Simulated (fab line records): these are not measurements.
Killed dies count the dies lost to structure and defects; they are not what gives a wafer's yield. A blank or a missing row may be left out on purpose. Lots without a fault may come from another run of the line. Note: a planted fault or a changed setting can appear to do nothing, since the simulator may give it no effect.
Which of the tools did it? -- flow n5-finfet -- Sampling: 7 lots, 21 wafers, 2 of 1938 route steps

== WHAT THE GAUGES SHOWED, per wafer ==
N5_ILD0_THK_MEAS_08.
lot,measured,on,thk-nm (nm)
L608,day 4 02:53,film-metro-02,138.7 138.5 139.7
L611,day 4 20:49,film-metro-02,140.3 139.2 139.3
L616,day 6 00:07,film-metro-01,139.5 138.2 139.5
L622,day 7 14:56,film-metro-01,139.1 140.1 140.3
L624,day 8 01:20,film-metro-01,140.4 140.4 140.8
L626,day 8 14:33,film-metro-01,138.7 138.5 138.6
L628,day 9 05:08,film-metro-01,139.1 139.0 139.5

== WHICH TOOL RAN EACH LOT (tool, then ch and the chambers of the sampled wafers, then the start) ==
lot,N5_SD_ACTIVATION_RTA_00
L608,"rtp-anneal-02 ch 0, day 3 23:08"
L611,"rtp-anneal-01 ch 0, day 4 16:47"
L616,"rtp-anneal-02 ch 0, day 5 20:02"
L622,"rtp-anneal-01 ch 0, day 7 10:47"
L624,"rtp-anneal-02 ch 0, day 7 21:34"
L626,"rtp-anneal-02 ch 0, day 8 09:19"
L628,"rtp-anneal-02 ch 0, day 9 00:33"
- N5_SD_ACTIVATION_RTA_00: time 0 s.

== THE ANSWER, worked out from the rows above alone ==
Rule: usual is defined by the lots themselves. The widest of any qualifying gaps counts: lots, ordered by their means at a reading, are off when they make up no more than a third of the lots, leave a main group of 4 or more, and stand apart from it by 3 or more times the standard deviation of that group's means. The tables above print the reading to a certain number of digits; a main group whose means all agree to those digits is not used. A lot without any number at a reading at which 4 lots or more have one is off too. All remaining lots with rows at the step are treated as sound.
None of the lots is off at any reading shown; this tells nothing.

== WHAT THE SIMULATOR HAD PUT IN ==
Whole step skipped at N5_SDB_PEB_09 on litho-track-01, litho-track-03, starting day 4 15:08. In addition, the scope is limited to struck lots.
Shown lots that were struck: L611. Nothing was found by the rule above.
